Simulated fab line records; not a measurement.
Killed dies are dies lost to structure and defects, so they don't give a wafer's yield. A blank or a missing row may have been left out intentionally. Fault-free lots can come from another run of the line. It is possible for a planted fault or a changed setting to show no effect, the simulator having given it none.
Matching of chambers    flow n5Finfet    rieDiel-05 running N5_BEOL_M7_VIA_ETCH_34: 4 sister chambers
The step etches SiCOH lowk in C4F6/O2, target depth 125.5 nm, time 50.5 s. 22 wafers are shown with their chamber, then 11 later ones without.

EACH WAFER AND ITS CHAMBER
wafer   chamber  throttleValvePct (%)  drypumpMotorCurrentA (A)  showerheadPlenumPTorr (Torr)
L074.1  1        20.39                 6.2                       2.91
L074.4  0        20.99                 5.4                       2.75
L074.6  3        21.11                 5.9                       2.95
L076.3  3        21.11                 5.9                       2.95
L076.4  1        20.37                 6.2                       2.91
L076.6  3        21.11                 5.9                       2.95
L077.1  3        21.11                 5.9                       2.95
L077.4  1        20.39                 6.2                       2.90
L077.5  2        21.13                 5.4                       2.93
L079.4  1        20.38                 6.3                       2.90
L079.5  0        20.99                 5.4                       2.75
L079.6  3        21.11                 5.9                       2.95
L082.1  2        21.14                 5.5                       2.93
L082.2  0        21.02                 5.4                       2.74
L082.3  1        20.41                 6.3                       2.90
L081.1  2        21.16                 5.4                       2.92
L081.2  1        20.41                 6.2                       2.90
L081.3  0        21.02                 5.4                       2.74
L084.2  2        21.15                 5.4                       2.92
L084.4  3        21.13                 5.9                       2.94
L084.5  3        21.14                 5.9                       2.94
L086.1  1        20.42                 6.2                       2.89

SIGNATURES (averages over the wafers above)
reading                chamber 0  chamber 1  chamber 2  chamber 3  scatter within a chamber
throttleValvePct       21.0050    20.3957    21.1450    21.1171    0.0155
drypumpMotorCurrentA   5.400      6.229      5.425      5.900      0.0348
showerheadPlenumPTorr  2.7450     2.9014     2.9250     2.9471     0.00591
Rule: distance of a wafer from a chamber = root of the sum over the readings of ((wafer's reading minus chamber's mean) / reading's scatter) squared. The wafer belongs to the nearest chamber; if the next one is less than 2 further off, it can't be placed. The scatter: the root of (the sum of the squares of (reading less its chamber's mean) over the shown wafers, divided by (wafers less chambers)).

WAFERS WITHOUT THEIR CHAMBER
wafer   throttleValvePct (%)  drypumpMotorCurrentA (A)  showerheadPlenumPTorr (Torr)
L086.4  21.14                 5.9                       2.94
L086.5  21.02                 5.4                       2.74
L094.3  21.16                 5.9                       2.94
L094.5  21.17                 5.9                       2.94
L094.6  21.19                 5.4                       2.92
L095.1  21.17                 5.9                       2.93
L095.2  20.44                 6.3                       2.89
L095.3  21.03                 5.4                       2.73
L097.2  20.46                 6.3                       2.88
L097.4  21.04                 5.4                       2.73
L097.6  20.45                 6.3                       2.88

THE CHAMBER EACH PASSED THROUGH
wafer   from the rows above  in truth
L086.4  3                    3
L086.5  0                    0
L094.3  3                    3
L094.5  3                    3
L094.6  2                    2
L095.1  3                    3
L095.2  1                    1
L095.3  0                    0
L097.2  1                    1
L097.4  0                    0
L097.6  1                    1
Correct placement for 11 of the 11. Left unplaced by these rows: 0. Wrongly placed: 0.
